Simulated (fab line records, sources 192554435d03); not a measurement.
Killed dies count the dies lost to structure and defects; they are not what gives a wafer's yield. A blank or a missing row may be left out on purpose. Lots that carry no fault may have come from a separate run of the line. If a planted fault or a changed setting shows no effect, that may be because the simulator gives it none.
Split-lot experiment    flow n5 finfet    39 wafers read from 7 lots, route of 1938 steps

ABOUT THE SPLIT
At N5_DUMMY_GATE_ETCH_42 (etches SiO2 in CHF3/O2, target depth 3.5 nm, time 31 s), the setting bias w was moved away from the recipe's 12 W on 15 of the 39 wafers read, by -19.1% to +9.9%. All remaining wafers had this setting at the recipe value.

The reading is taken at the split's own step.

THE READING
rf vpp V, in V, at N5_DUMMY_GATE_ETCH_42 (etches SiO2 in CHF3/O2, target depth 3.5 nm, time 31 s). Fault-free wafers of this fab line usually give 42.5 V, standard deviation 1.1 V.

wafer   tool, chamber at the split  bias w as run, W  against the recipe  rf vpp V, V  against lot-mates on the recipe
L078.1  rie diel-05, 2              12                recipe              43.8         -
L078.2  rie diel-05, 1              12                recipe              43.4         -
L078.3  rie diel-05, 3              11.07             -7.8%               40.4         -3.4
L078.4  rie diel-05, 0              11.07             -7.8%               41.5         -2.3
L078.5  rie diel-05, 3              11.07             -7.8%               41.1         -2.7
L078.6  rie diel-05, 2              12                recipe              44.2         -
L081.1  rie diel-06, 2              13.19             +9.9%               45.2         +3.5
L081.2  rie diel-06, 1              12                recipe              40.6         -
L081.3  rie diel-06, 3              13.19             +9.9%               45.6         +3.9
L081.4  rie diel-06, 0              12                recipe              42.2         -
L081.5  rie diel-06, 1              13.19             +9.9%               44.3         +2.6
L081.6  rie diel-06, 2              12                recipe              42.2         -
L087.1  rie diel-05, 2              12                recipe              42.4         -
L087.2  rie diel-05, 3              12                recipe              42.3         -
L087.3  rie diel-05, 0              10.01             -16.6%              37.4         -5.0
L087.4  rie diel-05, 1              10.01             -16.6%              38.7         -3.7
L087.5  rie diel-05, 3              10.01             -16.6%              35.6         -6.8
L087.6  rie diel-05, 0              12                recipe              42.6         -
L088.1  rie diel-06, 0              11.07             -7.8%               41.3         -0.4
L088.2  rie diel-06, 3              12                recipe              42.8         -
L088.3  rie diel-06, 2              11.07             -7.8%               39.5         -2.2
L088.4  rie diel-06, 0              12                recipe              40.9         -
L088.5  rie diel-06, 3              11.07             -7.8%               39.6         -2.1
L088.6  rie diel-06, 2              12                recipe              41.5         -
L091.1  rie diel-06, 0              12                recipe              42.1         -
L091.5  rie diel-06, 3              12                recipe              40.8         -
L091.6  rie diel-06, 2              12                recipe              43.2         -
L095.1  rie diel-05, 2              12                recipe              43.1         -
L095.2  rie diel-05, 3              12                recipe              42.4         -
L095.3  rie diel-05, 0              12                recipe              43.1         -
L095.4  rie diel-05, 1              12                recipe              44.0         -
L095.5  rie diel-05, 2              12                recipe              42.3         -
L095.6  rie diel-05, 1              12                recipe              43.9         -
L097.1  rie diel-06, 2              9.711             -19.1%              34.9         -7.4
L097.2  rie diel-06, 0              12                recipe              42.4         -
L097.3  rie diel-06, 3              9.711             -19.1%              35.5         -6.8
L097.4  rie diel-06, 2              9.711             -19.1%              36.0         -6.3
L097.5  rie diel-06, 3              12                recipe              42.2         -
L097.6  rie diel-06, 0              12                recipe              42.2         -

FIT RESULTS
A straight line over all 39 wafers: rf vpp V changes by +0.322 V for each +1% of bias w; r = +0.93; the points scatter about the line by 1 V.
The same after taking each lot's own level away (the mean of its wafers on the recipe; 39 wafers): +0.333 V for each +1%; r = +0.96; scatter 0.78 V.
Per that fit: largest bias w move, reading shift of 6.4 V.
Across the lots, their own levels run from 41.67 to 43.80 V, a range of 1.9 times the standard deviation given above.
The two slopes agree, so the slope changes little with the lot-to-lot level.
Check: with one of the wafers moved furthest among these (-19.1%) left out of the fit, the line predicts -6.13 V for it against its lot-mates. Against them it came out at -7.37 V.
Tool readings at the split's step, against how far the setting was moved: rf vpp V r = +0.93.

OTHER SPLITS ON THESE WAFERS
Before the reading, these wafers also passed through other splits. Each is held against what the fit with the lots' levels taken away leaves over:
other split on the same wafers   wafers away from the commonest value  r with rf vpp V (lot level and that fit taken away)
N5_DUMMY_GATE_EXPOSE_12 dose mj  9                                     -0.14
N5_DUMMY_GATE_ETCH_32 time s     18                                    -0.27

FILE'S OWN FIT
rf vpp V changes by +0.331 V for each +1% of bias w, r = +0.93.
